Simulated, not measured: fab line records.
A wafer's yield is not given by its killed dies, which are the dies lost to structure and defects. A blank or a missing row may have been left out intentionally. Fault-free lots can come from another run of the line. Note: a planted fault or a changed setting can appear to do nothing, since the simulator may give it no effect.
What tool caused it? / flow nand harc / Sampling: 7 lots, 21 wafers, 4 of 1302 route steps

== WHAT EACH GAUGE READ, for each wafer ==
NHARC_A_BONDPAD_CD_MEAS_09: the cd target is 500 nm.
lot=L748; measured=day 23 13:20; on=cd sem-01; cd nm (nm)=503.1 501.1 500.5
lot=L750; measured=day 24 10:40; on=cd sem-01; cd nm (nm)=497.4 500.8 500.7
lot=L751; measured=day 26 18:32; on=cd sem-03; cd nm (nm)=- - -
lot=L757; measured=day 27 18:22; on=cd sem-01; cd nm (nm)=498.0 495.6 499.8
lot=L760; measured=day 29 14:55; on=cd sem-03; cd nm (nm)=501.7 498.5 501.6
lot=L764; measured=day 30 19:14; on=cd sem-01; cd nm (nm)=499.0 497.5 500.4
lot=L768; measured=day 32 10:44; on=cd sem-01; cd nm (nm)=498.9 498.4 501.2

== WHICH TOOL RAN EACH LOT (tool, then ch and the chambers of the sampled wafers, then the start) ==
lot=L748; NHARC_A_M1_PVD_20=pvd sputter-01, day 23 11:37 or earlier; NHARC_A_M1_PRE_CLEAN_32=pecvd-03 ch 0,1, day 23 11:37; NHARC_A_BONDPAD_EXPOSE_06=krf scanner-01 ch 0, day 23 13:11
lot=L750; NHARC_A_M1_PVD_20=pvd sputter-03, day 24 08:57 or earlier; NHARC_A_M1_PRE_CLEAN_32=pecvd-03 ch 0,1, day 24 08:57; NHARC_A_BONDPAD_EXPOSE_06=krf scanner-03 ch 0, day 24 10:31
lot=L751; NHARC_A_M1_PVD_20=pvd sputter-01, day 26 16:41 or earlier; NHARC_A_M1_PRE_CLEAN_32=pecvd-02 ch 0,2, day 26 16:41; NHARC_A_BONDPAD_EXPOSE_06=krf scanner-02, day 26 18:23
lot=L757; NHARC_A_M1_PVD_20=pvd sputter-01, day 27 16:31 or earlier; NHARC_A_M1_PRE_CLEAN_32=pecvd-01 ch 1,2, day 27 16:31; NHARC_A_BONDPAD_EXPOSE_06=krf scanner-02 ch 0, day 27 18:13
lot=L760; NHARC_A_M1_PVD_20=pvd sputter-01, day 29 13:03 or earlier; NHARC_A_M1_PRE_CLEAN_32=pecvd-02 ch 0,1, day 29 13:03; NHARC_A_BONDPAD_EXPOSE_06=krf scanner-02 ch 0, day 29 14:45
lot=L764; NHARC_A_M1_PVD_20=pvd sputter-01, day 30 17:28 or earlier; NHARC_A_M1_PRE_CLEAN_32=pecvd-02 ch 0,2, day 30 17:28; NHARC_A_BONDPAD_EXPOSE_06=krf scanner-02 ch 0, day 30 19:05
lot=L768; NHARC_A_M1_PVD_20=pvd sputter-02, day 32 09:01 or earlier; NHARC_A_M1_PRE_CLEAN_32=pecvd-03 ch 0,1,2, day 32 09:01; NHARC_A_BONDPAD_EXPOSE_06=krf scanner-01 ch 0, day 32 10:35
- NHARC_A_M1_PVD_20: deposits TaN, target thk 5 nm, time 8.06 s.
- NHARC_A_M1_PRE_CLEAN_32: time 12 s.
- NHARC_A_BONDPAD_EXPOSE_06: exposes mask A BPAD.

== THE ANSWER, worked out from the rows above alone ==
Rule: what is usual is taken from the lots themselves. The widest of any qualifying gaps counts: lots, ordered by their means at a reading, are off when they make up no more than a third of the lots, leave a main group of 4 or more, and stand apart from it by 3 or more times the standard deviation of that group's means. Not used: any main group whose means are identical at the precision the tables above print for the reading. Also off: a lot with no number at a reading for which 4 or more lots have one. Where the step has rows for the other lots, those lots are counted as sound.
Off, at NHARC_A_BONDPAD_CD_MEAS_09 on cd nm: L751. Without a number there: L751. Mean 499.7 nm and standard deviation 1.2 in the main group.
If a tool, at a process step before that reading, ran all the lots that are off and no sound lot after the first of them, it fits. Those tools and the gauges at NHARC_A_BONDPAD_CD_MEAS_09 are tried in the same way. With no start given for some of its lots, NHARC_A_M1_PVD_20 uses the hours and lot order of NHARC_A_M1_PRE_CLEAN_32. None of those tried fits.

== WHAT THE SIMULATOR PUT IN ==
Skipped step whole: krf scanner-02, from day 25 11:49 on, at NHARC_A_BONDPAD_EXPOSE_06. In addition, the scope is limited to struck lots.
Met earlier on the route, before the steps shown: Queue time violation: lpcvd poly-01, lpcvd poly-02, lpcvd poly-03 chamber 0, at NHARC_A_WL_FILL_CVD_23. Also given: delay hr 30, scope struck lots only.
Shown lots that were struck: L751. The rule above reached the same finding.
